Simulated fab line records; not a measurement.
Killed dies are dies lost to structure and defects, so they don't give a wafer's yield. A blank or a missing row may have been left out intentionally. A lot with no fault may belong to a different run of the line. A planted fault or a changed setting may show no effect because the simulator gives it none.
Shared-tool check	flow nand_harc	11 lots, 33 wafers sampled

WHY IT WAS OPENED
At NHARC_A_CONTACT_INSPECT_71 the reading raw_defect_count is flagged on 2 of 11 lots. Fault-free wafers read 29, with a standard deviation of 16.
Rule: a lot gets a flag if all its wafers with a number sit over 4 standard deviations from that mean, or if no wafer of it has a number. The other lots count as sound.

lot	measured	on	raw_defect_count, wafer by wafer	flag
L892	day 16 21:51	defect_inspect-01	20 31 19	
L893	day 17 00:41	defect_inspect-01	22 19 30	
L894	day 17 02:25	defect_inspect-01	29 21 21	
L895	day 18 03:37	defect_inspect-01	29 22 36	
L896	day 18 07:29	defect_inspect-01	10 10 11	
L897	day 18 15:51	defect_inspect-02	30 24 23	
L901	day 19 14:32	defect_inspect-01	418 428 416	FLAGGED
L902	day 20 00:44	defect_inspect-01	44 40 46	
L903	day 20 03:41	defect_inspect-01	420 402 408	FLAGGED
L909	day 21 10:49	defect_inspect-02	30 47 33	
L914	day 22 18:04	defect_inspect-02	34 49 35	
The numbers of the flagged lots are 415 on average: +386 against the usual, or +24 standard deviations.

EACH LOT AND THE TOOL IT RAN ON
Before the reading, the record contains 3 process steps out of a 1159-step route. Cell contents, in order: the tool; ch with the chambers the sampled wafers went through; the start.
lot	flag	NHARC_A_CONTACT_ETCH_121	NHARC_A_CONTACT_ETCH_102	NHARC_A_CONTACT_DEP_58
L892		har_cap_etch-01 ch 0,1, day 16 14:10	rie_diel-01 ch 1,3, day 16 16:01	pecvd-02 ch 0,2, day 16 20:58
L893		har_cap_etch-03 ch 0,1, day 16 19:17	rie_diel-01 ch 1,2, day 16 20:53	pecvd-02 ch 0,1,2, day 17 00:01
L894		har_cap_etch-02 ch 0,1, day 16 18:40	rie_diel-09 ch 1,2,3, day 16 21:24	pecvd-01 ch 0,1, day 17 01:44
L895		har_cap_etch-01 ch 0,1, day 17 20:54	rie_diel-11 ch 0,1,3, day 17 22:19	pecvd-02 ch 0,1,2, day 18 02:51
L896		har_cap_etch-02 ch 0,1, day 18 01:17	rie_diel-11 ch 0,2,3, day 18 02:45	pecvd-01 ch 0,1, day 18 06:44
L897		har_cap_etch-01 ch 0,1, day 18 08:15	rie_diel-11 ch 0,1,2, day 18 09:32	pecvd-02 ch 1,2, day 18 14:58
L901	FLAGGED	har_cap_etch-02 ch 0,1, day 19 09:42	rie_diel-01 ch 0,2,3, day 19 11:19	pecvd-02 ch 1,2, day 19 13:42
L902		har_cap_etch-01 ch 0,1, day 19 19:07	rie_diel-01 ch 0,2, day 19 20:29	pecvd-01 ch 0,1,2, day 19 23:55
L903	FLAGGED	har_cap_etch-01 ch 0,1, day 19 23:11	rie_diel-11 ch 1,2,3, day 20 00:28	pecvd-02 ch 1,2, day 20 02:52
L909		har_cap_etch-01 ch 0,1, day 21 04:17	rie_diel-11 ch 0,1,3, day 21 05:44	pecvd-01 ch 0,2, day 21 10:00
L914		har_cap_etch-02 ch 0,1, day 22 13:39	rie_diel-01 ch 1,2,3, day 22 14:55	pecvd-01 ch 1,2, day 22 17:21
What the steps here do:
- NHARC_A_CONTACT_ETCH_121: etches the open film in C4F8/O2/Ar, time 94 s, target depth 922 nm.
- NHARC_A_CONTACT_ETCH_102: etches the open film in CF4/O2, target depth 70 nm, overetch 7 nm, time 38.5 s.
- NHARC_A_CONTACT_DEP_58: deposits SiON, target thk 60 nm.
- NHARC_A_CONTACT_INSPECT_71

FLAGGED OVER TOTAL, TOOL BY TOOL (the gauges that took the reading come last)
step	tool	lots run	flagged	share of the flagged lots	sound lots run after its first flagged lot
NHARC_A_CONTACT_ETCH_121	har_cap_etch-01	6	1	some	1 (L909)
NHARC_A_CONTACT_ETCH_121	har_cap_etch-02	4	1	some	1 (L914)
NHARC_A_CONTACT_ETCH_121	har_cap_etch-03	1	0	none	-
NHARC_A_CONTACT_ETCH_102	rie_diel-01	5	1	some	2 (L902,L914)
NHARC_A_CONTACT_ETCH_102	rie_diel-09	1	0	none	-
NHARC_A_CONTACT_ETCH_102	rie_diel-11	5	1	some	1 (L909)
NHARC_A_CONTACT_DEP_58	pecvd-01	5	0	none	-
NHARC_A_CONTACT_DEP_58	pecvd-02	6	2	all	0
NHARC_A_CONTACT_INSPECT_71	defect_inspect-01	8	2	all	1 (L902)
NHARC_A_CONTACT_INSPECT_71	defect_inspect-02	3	0	none	-

WHAT IS ALLOWED BY THE TABLE
2 rows of the table ran every flagged lot: pecvd-02 at NHARC_A_CONTACT_DEP_58, defect_inspect-01 at NHARC_A_CONTACT_INSPECT_71.
- pecvd-02 at NHARC_A_CONTACT_DEP_58: 2 of its 6 lots flagged. A fault beginning between L897 (day 18 14:58), its last sound lot, and L901 (day 19 13:42), its first flagged one, fits the data.
- defect_inspect-01 at NHARC_A_CONTACT_INSPECT_71: 2 of its 8 lots flagged. Sound lots ran on it after the first flagged one (L902), which a lasting fault on the whole tool wouldn't allow.
pecvd-02 at NHARC_A_CONTACT_DEP_58 is the single tool remaining.

WHAT HAD BEEN PUT IN BY THE SIMULATOR
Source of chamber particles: pecvd-02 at NHARC_A_CONTACT_DEP_58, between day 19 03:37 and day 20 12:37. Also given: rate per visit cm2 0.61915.
Struck lots among those shown: L901, L903. The rule above found the same.
